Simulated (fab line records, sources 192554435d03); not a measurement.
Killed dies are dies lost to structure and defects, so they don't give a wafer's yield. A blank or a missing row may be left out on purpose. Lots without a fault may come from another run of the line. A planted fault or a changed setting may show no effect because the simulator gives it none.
Chamber matching | flow n5_finfet | N5_BEOL_M1_ALD_84 on ald_metal-01: 4 sister chambers
The step deposits TaN, pulse time 2 s, purge time 3 s, co reactant purge time 2 s. 8 wafers are shown with their chamber, then 8 later ones without.

WAFERS WITH THEIR CHAMBER
wafer  | chamber | heater_power_w (W)
L076.4 | 2       | 481
L080.1 | 2       | 468
L086.3 | 0       | 414
L086.4 | 3       | 461
L091.2 | 1       | 347
L091.3 | 3       | 447
L091.4 | 0       | 407
L092.1 | 1       | 349

WAFERS WITHOUT THEIR CHAMBER
wafer  | heater_power_w (W)
L092.2 | 466
L092.5 | 461
L093.2 | 344
L093.4 | 463
L093.6 | 410
L096.1 | 351
L096.2 | 461
L096.3 | 455

WHICH CHAMBER EACH WENT THROUGH
wafer  | from the rows above     | in truth
L092.2 | can't be placed: 2 or 3 | 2
L092.5 | can't be placed: 3 or 2 | 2
L093.2 | 1                       | 1
L093.4 | can't be placed: 3 or 2 | 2
L093.6 | 0                       | 0
L096.1 | 1                       | 1
L096.2 | can't be placed: 3 or 2 | 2
L096.3 | 3                       | 3
Placed correctly: 4 of 8. Can't be placed from these rows: 4 (the true chamber is among the candidates in 4). Placed wrongly: 0.
How it was worked out, from the rows above alone: a wafer's distance from a chamber is the root of the sum, over the readings, of the square of ((its reading less the chamber's mean) divided by the reading's scatter). The wafer belongs to the nearest chamber; if the next one is less than 2 further off, it can't be placed. A chamber's mean is the mean of its shown wafers. The scatter: the root of (the sum of the squares of (reading less its chamber's mean) over the shown wafers, divided by (wafers less chambers)).
